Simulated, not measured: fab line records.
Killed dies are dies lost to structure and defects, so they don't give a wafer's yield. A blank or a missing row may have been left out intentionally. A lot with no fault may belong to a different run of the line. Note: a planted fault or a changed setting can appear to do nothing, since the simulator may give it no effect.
Split-lot study    flow n5 finfet    21 wafers read from 7 lots, route of 1938 steps

## THE SPLIT ITSELF
At N5_BEOL_M1_TRENCH_ETCH_37 (etches SiOC in C4F6/O2, target depth 55.207 nm, time 29 s), the setting time s was moved away from the recipe's 29 s on 8 of the 21 wafers read, by -11.6% to +21.8%. All remaining wafers had this setting at the recipe value.

## FROM THE SPLIT TO THE READING: what the file shows between them, 2 steps
- N5_BEOL_M1_ETCH_41: etches SiCN in CH3F/O2, target depth 31.9 nm, time 57.8 s
- N5_BEOL_M1_STRIP_97: strips in N2/H2, time 10 s

## THE READING
trench depth nm, in nm, at N5_BEOL_M1_OCD_MEAS_38. Fault-free wafers of this fab line usually give 55.1 nm, standard deviation 0.82 nm.

wafer   tool, chamber at the split  time s as run, s  against the recipe  trench depth nm, nm  against lot-mates on the recipe
L074.2  rie diel-06, 0              29                recipe              56.1                 -
L074.3  rie diel-06, 3              29                recipe              56.6                 -
L074.5  rie diel-06, 3              29                recipe              56.4                 -
L076.3  rie diel-01, 1              29                recipe              55.8                 -
L076.4  rie diel-01, 3              29                recipe              55.2                 -
L076.6  rie diel-01, 2              29                recipe              55.4                 -
L080.2  rie diel-06, 1              32.13             +10.8%              60.6                 +3.6
L080.4  rie diel-06, 3              29                recipe              57.0                 -
L080.6  rie diel-06, 0              32.13             +10.8%              62.2                 +5.2
L082.1  rie diel-01, 1              31.54             +8.8%               59.7                 +4.8
L082.2  rie diel-01, 3              31.54             +8.8%               59.0                 +4.1
L082.5  rie diel-01, 1              29                recipe              54.9                 -
L083.2  rie diel-05, 3              29                recipe              55.5                 -
L083.4  rie diel-05, 3              29                recipe              55.6                 -
L083.6  rie diel-05, 1              29                recipe              54.0                 -
L089.3  rie diel-01, 0              29                recipe              55.6                 -
L089.4  rie diel-01, 0              35.33             +21.8%              68.0                 +12.4
L089.5  rie diel-01, 3              35.33             +21.8%              67.2                 +11.6
L087.2  rie diel-06, 3              29                recipe              55.2                 -
L087.4  rie diel-06, 2              25.63             -11.6%              49.6                 -5.6
L087.6  rie diel-06, 0              25.63             -11.6%              48.7                 -6.5

FIT RESULTS
A straight line over all 21 wafers: trench depth nm changes by +0.54 nm for each +1% of time s; r = +0.99; the points scatter about the line by 0.78 nm.
The same after taking each lot's own level away (the mean of its wafers on the recipe; 21 wafers): +0.523 nm for each +1%; r = +0.99; scatter 0.64 nm.
That fit puts the effect of the largest move of time s on the reading at 11 nm.
Across the lots, their own levels run from 54.90 to 57.00 nm, a range of 2.6 times the standard deviation given above.
Consequently the slope shifts little with the lot-to-lot level, the two slopes agreeing.
Check: with one of the wafers moved furthest among these (+21.8%) left out of the fit, the line predicts +10.9 nm for it against its lot-mates. It came out at +12.4 nm against them.

## THESE WAFERS: OTHER SPLITS
Before the reading, these wafers also passed through other splits. Each is held against what the fit with the lots' levels taken away leaves over:
other split on the same wafers  wafers away from the commonest value  r with trench depth nm (lot level and that fit taken away)
N5_BEOL_M1_ETCH_70 time s       7                                     -0.43

## THE WHOLE CHAIN: every reading that the file lists as answering this split, in the file's order
step                       what it does                                               reading                                                                    change (the file's fit)                r (the file's)
N5_BEOL_M1_TRENCH_ETCH_37  etches SiOC in C4F6/O2, target depth 55.207 nm, time 29 s  etch.depth nm (the simulator's own value, which no gauge read)             +0.527 nm for each +1% of the setting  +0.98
N5_BEOL_M1_TRENCH_ETCH_37  etches SiOC in C4F6/O2, target depth 55.207 nm, time 29 s  BEOL_M1.feature depth nm (the simulator's own value, which no gauge read)  +0.527 nm for each +1% of the setting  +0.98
N5_BEOL_M1_OCD_MEAS_38                                                                trench depth nm                                                            +0.52 nm for each +1% of the setting   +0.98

## THE FILE'S OWN FIT
trench depth nm changes by +0.52 nm for each +1% of time s, r = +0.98.
